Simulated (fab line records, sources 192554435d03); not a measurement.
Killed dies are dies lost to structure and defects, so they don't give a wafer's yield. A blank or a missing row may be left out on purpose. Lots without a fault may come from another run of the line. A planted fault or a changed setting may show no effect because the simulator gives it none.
Chamber matching | flow n5_finfet | N5_BEOL_M1_DESCUM_33 on rie_diel-03: 3 sister chambers
The step chemistry O2, time 7 s. 3 wafers are shown with their chamber, then 8 later ones without.

WAFERS WITH THEIR CHAMBER
wafer  | chamber | throttle_valve_pct (%)
L088.3 | 2       | 20.41
L090.1 | 0       | 20.99
L090.2 | 3       | 20.48

WAFERS WITHOUT THEIR CHAMBER
wafer  | throttle_valve_pct (%)
L090.3 | 20.41
L093.1 | 21.03
L093.6 | 20.48
L094.2 | 20.42
L094.3 | 21.02
L094.6 | 20.40
L097.2 | 21.04
L097.5 | 20.41

WHICH CHAMBER EACH WENT THROUGH
wafer  | from the rows above     | in truth
L090.3 | 2                       | 2
L093.1 | 0                       | 0
L093.6 | 3                       | 3
L094.2 | can't be placed: 2 or 3 | 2
L094.3 | 0                       | 0
L094.6 | 2                       | 2
L097.2 | 0                       | 0
L097.5 | 2                       | 2
Placed correctly: 7 of 8. Can't be placed from these rows: 1 (the true chamber is among the candidates in 1). Placed wrongly: 0.
How it was worked out, from the rows above alone: a wafer's distance from a chamber is the root of the sum, over the readings, of the square of ((its reading less the chamber's mean) divided by the reading's scatter). The wafer belongs to the nearest chamber; if the next one is less than 2 further off, it can't be placed. A chamber's mean is the mean of its shown wafers. The scatter: with one shown wafer a chamber, the root of the mean of the squares of how far each hidden wafer lies from its nearest shown one.
